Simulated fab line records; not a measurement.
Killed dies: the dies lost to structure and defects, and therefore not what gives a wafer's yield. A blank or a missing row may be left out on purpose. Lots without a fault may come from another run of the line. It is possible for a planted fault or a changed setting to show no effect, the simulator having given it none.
fab line records	flow nand-harc
record lots=7	wafers=20	last-day=24
route steps=1159 shown P_GATE@215 P_CONTACT@217 END@1159
lots that met no fault: from a run of the same line without faults
start-h: hours from the record's opening day to when the first of the lot's shown wafers began	wait-h: hours from the lot's prior step to this one	" identical to the entry in the row above	L1.1+2: one row covering several wafers at once	- no value, or no start given	* or withheld: withheld	< > ~ a bound
route shown NAME@n: NAME is a module with steps in the file, n the number in the route of the first one	usual: mean/standard deviation taken from wafers without a fault	same: alike in all rows	chamber/n: place in a boat	sites: the reading at each site	_std_site: the standard deviation of these	_edge_site: inner sites' mean taken away from outer sites' mean	radius-mm: for every site, how far away it sits from the centre of the wafer	mask NAME#n: copy n	behind: the last tool/chamber to shape the wafer	hold: reason for holding the lot/hours on hold/outcome of the hold	device: the transistor (n, p or np) that didn't switch	end of line: tests of these same wafers at the route's end	a step without rows: its recipe alone	killed: the dies lost at the first sort to structure and to defects; this is not the yield of the wafer	map: the dies of a wafer, with x for killed, . for not killed, _ for no die there
set.NAME: the setting as run; set.NAME@STEP: as run at that earlier step	model.NAME: the simulator's own value behind a step, which no gauge read
lots at some steps of the route; a table a step, a row a wafer
services: the hour from which a tool's chamber was out of use, counted from the record's first day as start-h (under 0 if before that day), plus the number of hours and why
## steps
# step NHARC_P_GATE_RTA_82
# recipe temp-c=450	time-s=30
# usual lamp-power-pct=3.738/0.025	wafer_temp_C_max=452.3/0.75
lot.wafer	tool	chamber	start-h	wait-h	lamp-power-pct	wafer_temp_C_max
L586.1	rtp-anneal-02	0	121.19	-	3.753	452.5
L586.2	"	0	"	"	3.761	453.0
L586.3	"	0	"	"	3.759	453.8
L598.1	rtp-anneal-01	0	188.81	-	3.708	451.2
L598.4	"	0	"	"	3.710	450.9
L598.5	"	0	"	"	3.708	451.8
L604.4	rtp-anneal-01	0	218.56	-	3.706	451.5
L604.6	"	0	"	"	3.709	451.8
L605.1	rtp-anneal-02	0	229.28	-	3.756	452.9
L605.2	"	0	"	"	3.756	452.9
L605.4	"	0	"	"	3.761	451.9
L606.1	rtp-anneal-01	0	229.91	-	3.711	451.4
L606.4	"	0	"	"	3.714	452.5
L606.6	"	0	"	"	3.712	451.7
L608.2	rtp-anneal-01	0	240.16	-	3.711	451.8
L608.3	"	0	"	"	3.703	451.5
L608.5	"	0	"	"	3.712	451.3
L607.3	rtp-anneal-02	0	241.26	-	3.757	452.6
L607.5	"	0	"	"	3.758	453.7
L607.6	"	0	"	"	3.752	452.6
# step NHARC_P_GATE_INSPECT_68
# usual raw-defect-count=213/75
lot.wafer	tool	chamber	start-h	wait-h	raw-defect-count
L586.1	defect-inspect-02	-	121.39	0.2	439
L586.2	"	-	"	"	244
L586.3	"	-	"	"	152
L598.1	defect-inspect-02	-	189.01	0.2	391
L598.4	"	-	"	"	202
L598.5	"	-	"	"	366
L604.4	defect-inspect-02	-	218.67	0.1	148
L604.6	"	-	"	"	147
L605.1	defect-inspect-01	-	229.49	0.2	93
L605.2	"	-	"	"	291
L605.4	"	-	"	"	102
L606.1	defect-inspect-02	-	230.11	0.2	162
L606.4	"	-	"	"	174
L606.6	"	-	"	"	215
L608.2	defect-inspect-02	-	240.33	0.1	202
L608.3	"	-	"	"	271
L608.5	"	-	"	"	263
L607.3	defect-inspect-01	-	241.40	0.1	220
L607.5	"	-	"	"	168
L607.6	"	-	"	"	134
# step NHARC_P_CONTACT_DEP_30
# recipe target-thk-a=300	temp-c=400	target-thk-nm=30	flow-sccm=200	rf-w=450	material=SiNx
# usual heater-power-w=739/64
lot.wafer	tool	chamber	start-h	wait-h	heater-power-w
L586.1	pecvd-02	1	121.55	0.2	777
L586.2	"	2	"	"	777
L586.3	"	0	"	"	816
L598.1	pecvd-01	2	189.11	0.1	835
L598.5	"	1	"	"	693
L598.4	"	0	"	"	760
L604.4	pecvd-02	0	219.18	0.5	830
L604.6	"	1	"	"	770
L605.1	pecvd-02	0	229.60	0.1	837
L605.2	"	1	"	"	772
L605.4	"	2	"	"	658
L606.1	pecvd-03	1	230.22	0.1	757
L606.4	"	1	"	"	766
L606.6	"	2	"	"	654
L608.2	pecvd-02	2	240.39	0.1	714
L608.3	"	1	"	"	739
L608.5	"	2	"	"	697
L607.3	pecvd-03	0	241.47	0.1	685
L607.6	"	1	"	"	644
L607.5	"	2	"	"	675
# step NHARC_P_CONTACT_DEP_00
# recipe target-thk-a=5000	temp-c=400	pressure-torr=6.5	rf-w=900	teos-flow-sccm=161.4	flow-sccm=2650	target-thk-nm=500	gas=O2	material=SiO2
# usual chamber-pressure-Torr=6.501/0.013	heater-power-w=577/72	throttle-valve-pct=15.9/0.75
lot.wafer	tool	chamber	start-h	wait-h	chamber-pressure-Torr	heater-power-w	throttle-valve-pct
L586.1	pecvd-02	1	-	-	6.484	476	16.6
L586.2	"	2	"	"	6.505	639	16.5
L586.3	"	0	"	"	6.506	698	16.9
L598.1	pecvd-01	2	-	-	6.488	690	16.8
L598.5	"	1	"	"	6.511	607	15.6
L598.4	"	0	"	"	6.517	571	14.7
L604.4	pecvd-02	0	-	-	6.485	699	17.3
L604.6	"	1	"	"	6.498	632	15.7
L605.1	pecvd-02	0	-	-	6.497	643	17.0
L605.2	"	1	"	"	6.498	636	15.6
L605.4	"	2	"	"	6.486	606	16.0
L606.1	pecvd-03	1	-	-	6.510	594	16.1
L606.4	"	1	"	"	6.506	466	16.2
L606.6	"	2	"	"	6.512	424	15.6
L608.2	pecvd-02	2	-	-	6.512	540	16.1
L608.3	"	1	"	"	6.513	510	15.9
L608.5	"	2	"	"	6.519	564	16.3
L607.3	pecvd-03	0	-	-	6.502	583	15.8
L607.6	"	1	"	"	6.480	584	16.2
L607.5	"	2	"	"	6.488	486	15.2
# step NHARC_P_CONTACT_CMP_01
# recipe target-thk-nm=200	material=SiO2
# usual motor-current-A=12.6/1.1	retaining-ring-pressure-frac=0.999/0.0054	slurry-filter-dp-kPa=13.51/0.13
lot.wafer	tool	chamber	start-h	wait-h	motor-current-A	retaining-ring-pressure-frac	slurry-filter-dp-kPa
L586.1	cmp-04	0	122.27	-	11.4	0.992	13.54
L586.2	"	1	"	"	14.2	0.995	13.23
L586.3	"	2	"	"	12.8	1.008	13.72
L598.1	cmp-04	0	189.79	-	11.4	1.009	13.64
L598.4	"	2	"	"	13.0	0.999	13.54
L598.5	"	0	"	"	11.3	1.007	13.51
L604.4	cmp-04	1	219.78	-	14.5	1.001	13.58
L604.6	"	2	"	"	12.5	1.002	13.49
L605.2	cmp-03	3	230.27	-	13.0	0.990	13.76
L605.4	"	0	"	"	12.7	0.994	13.75
L605.1	"	2	"	"	10.5	0.990	13.47
L606.4	cmp-02	3	230.89	-	12.9	1.005	13.60
L606.1	"	1	"	"	12.8	1.003	13.21
L606.6	"	3	"	"	13.2	1.002	13.18
L608.3	cmp-04	1	241.13	-	14.0	0.999	13.44
L608.2	"	3	"	"	11.4	0.995	13.50
L608.5	"	1	"	"	15.2	0.997	13.68
L607.3	cmp-03	3	242.20	-	12.7	0.996	13.62
L607.5	"	2	"	"	10.4	1.001	13.57
L607.6	"	3	"	"	12.4	0.998	13.47
# step NHARC_P_CONTACT_SRD_03
# step NHARC_P_CONTACT_DEHYDRATE_04
# recipe temp-c=150	time-s=120
# step NHARC_P_CONTACT_HMDS_05
# recipe time-s=30
# step NHARC_P_CONTACT_COAT_33
# recipe temp-c=260	time-s=75
# step NHARC_P_CONTACT_COAT_34
# recipe temp-c=225	time-s=65
# step NHARC_P_CONTACT_COAT_06
# recipe spin-rpm=1500	resist-thk-nm=90
# step NHARC_P_CONTACT_SOFTBAKE_07
# recipe temp-c=105	time-s=55
# usual heater-power-total-W=188.46/0.14
lot.wafer	tool	chamber	start-h	wait-h	heater-power-total-W
L586.1	litho-track-01	0	122	-	188.43
L586.2	"	0	"	"	188.26
L586.3	"	0	"	"	188.66
L598.1	litho-track-06	0	190	-	188.34
L598.4	"	0	"	"	188.44
L598.5	"	0	"	"	188.29
L604.4	litho-track-06	0	220	-	222.43
L604.6	"	0	"	"	188.32
L605.1	litho-track-06	0	230	-	188.74
L605.2	"	0	"	"	188.32
L605.4	"	0	"	"	222.60
L606.1	litho-track-06	0	231	-	188.43
L606.4	"	0	"	"	222.42
L606.6	"	0	"	"	188.52
L608.2	litho-track-04	0	241	-	188.33
L608.3	"	0	"	"	188.42
L608.5	"	0	"	"	188.24
L607.3	litho-track-01	0	242	-	188.39
L607.5	"	0	"	"	188.43
L607.6	"	0	"	"	188.74
# step NHARC_P_CONTACT_EBR_08
# step NHARC_END_SORT_01
# recipe temp-c=25
# usual killed-at-array=26/9.9	killed-at-other=0.8/1	killed-at-periphery=2.8/2.2	killed-dies=29/9.9	killed-open=3.2/1.8	killed-short=2.1/1.4
# same gross-dies=677
lot.wafer	tool	chamber	start-h	wait-h	killed-at-array	killed-at-other	killed-at-periphery	killed-dies	killed-open	killed-short
L606.1	prober-02	0	567.27	2.5	26	2	0	28	3	4
L606.4	prober-02	0	569.63	3.4	26	1	0	27	3	2
L606.6	prober-02	0	571.20	3.9	27	0	1	28	2	4
# killed by level:class
L606.1 A_SLIT:chamber-film-flake=11 A_CHANNEL_HOLE_D1:chamber-film-flake=5 A_WL_FILL:geometric-particle:short=2 A_STAIRCASE:chamber-film-flake=2 THIN_TSV:chamber-film-flake=2 A_STAIRCASE:geometric-particle:short=1 A_SGD_CUT:geometric-particle:open=1 A_BLC:geometric-particle:open=1
L606.4 A_SLIT:chamber-film-flake=12 A_CONTACT:chamber-film-flake=4 A_CONTACT:geometric-particle:open=3 A_CHANNEL_HOLE_D1:chamber-film-flake=3 A_SGD_CUT:geometric-particle:short=1 A_M1:geometric-particle:short=1 A_STAIRCASE:chamber-film-flake=1 A_WL_FILL:chamber-film-flake=1
L606.6 A_SLIT:chamber-film-flake=16 A_CHANNEL_HOLE_D1:chamber-film-flake=2 A_WL_FILL:chamber-film-flake=2 A_CONTACT:chamber-film-flake=2 P_CONTACT:geometric-particle:short=1 A_CHANNEL_HOLE_D1:geometric-particle:open=1 A_SGD_CUT:geometric-particle:short=1 A_WL_FILL:geometric-particle:short=1
## services
tool	chamber	start-h	hours	kind
pecvd-02	1	98.00	5.1	repair
cmp-03	-	104.10	4.7	repair
cmp-04	-	105.07	4.0	pm
pecvd-03	-	111.08	13.0	pm
pecvd-03	0	111.08	13.0	vent-cycle
cmp-04	-	115.17	2.1	repair
litho-track-06	-	117.00	7.0	pm
cmp-02	-	128.59	4.0	pm
litho-track-04	-	141.00	7.0	pm
cmp-02	-	143.40	5.5	repair
pecvd-02	-	153.07	13.0	pm
pecvd-02	0	153.07	13.0	vent-cycle
pecvd-02	1	153.07	13.0	vent-cycle
pecvd-02	2	153.07	13.0	vent-cycle
cmp-03	-	156.00	4.0	pm
pecvd-03	-	159.02	0.9	repair
pecvd-02	0	166.07	-	clean
pecvd-02	1	166.07	-	clean
pecvd-02	2	166.07	-	clean
pecvd-03	1	182.79	6.5	repair
cmp-04	-	203.18	4.0	pm
cmp-03	-	208.79	2.6	repair
cmp-02	-	226.59	4.0	pm
pecvd-01	-	237.18	13.0	pm
## key
first-sign step=NHARC_P_CONTACT_SOFTBAKE_07	reading=heater-power-total-W	direction=up	sigmas=99+	usual=*	struck=*
effect none on later readings
met-at NHARC_P_CONTACT_SOFTBAKE_07
struck-wafers L604.4,L605.4,L606.4
tester-left-out L604,L605,L606
onset-between 190 220
fault kind=process-parameter-drift	tool=litho-track-06	chamber=-	onset-h=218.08	steps=NHARC_P_CONTACT_SOFTBAKE_07	channel=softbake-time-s	offset=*	shape=step	end-h=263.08	scope=struck-wafers-only	acts-in=*	stated=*
# tester-left-out: of these lots the tester's yield and bins aren't shown, on N5 and GAA mostly nor the transistor test; their killed dies are dies lost to structure and defects alone, not to doping, threshold or leakage, so they don't give the yield
